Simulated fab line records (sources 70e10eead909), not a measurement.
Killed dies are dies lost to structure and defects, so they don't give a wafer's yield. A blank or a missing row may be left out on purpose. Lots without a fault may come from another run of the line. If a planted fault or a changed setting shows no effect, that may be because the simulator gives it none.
Chamber matching -- flow nand-harc -- cmp-01 running NHARC_P_M1_CMP_23: 4 sister chambers
The step polishes, t overpolish 20 s, target thk 157.82 nm. 4 wafers are shown with their chamber, then 12 later ones without.

WAFERS PAIRED WITH THEIR CHAMBERS
wafer,chamber,motor-current-A (A)
L083.2,3,10.5
L088.3,1,11.6
L091.4,0,14.6
L091.6,2,13.0

WAFERS MISSING THEIR CHAMBER
wafer,motor-current-A (A)
L093.2,11.4
L093.3,14.7
L093.4,12.1
L094.4,12.5
L094.5,11.0
L094.6,15.0
L095.2,14.8
L095.5,11.2
L095.6,15.3
L097.3,15.3
L097.4,13.2
L097.6,13.9

THE CHAMBER EACH PASSED THROUGH
wafer,from the rows above,in truth
L093.2,can't be placed: 1 or 3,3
L093.3,0,0
L093.4,can't be placed: 1 or 2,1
L094.4,can't be placed: 2 or 1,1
L094.5,can't be placed: 3 or 1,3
L094.6,0,0
L095.2,0,0
L095.5,can't be placed: 1 or 3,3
L095.6,0,0
L097.3,0,0
L097.4,2,2
L097.6,can't be placed: 0 or 2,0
6 of 12 placed correctly. Unplaceable from these rows: 6, with the true chamber sitting among the candidates in 6. Number placed wrongly: 0.
How it was worked out, from the rows above alone: a wafer's distance from a chamber is the root of the sum, over the readings, of the square of ((its reading less the chamber's mean) divided by the reading's scatter). The wafer belongs to the nearest chamber; if the next one is less than 2 further off, it can't be placed. Each chamber's mean is taken over the wafers shown for it. The scatter (one wafer shown for each chamber): square how far every hidden wafer sits from the nearest shown wafer, average those squares and take the square root.
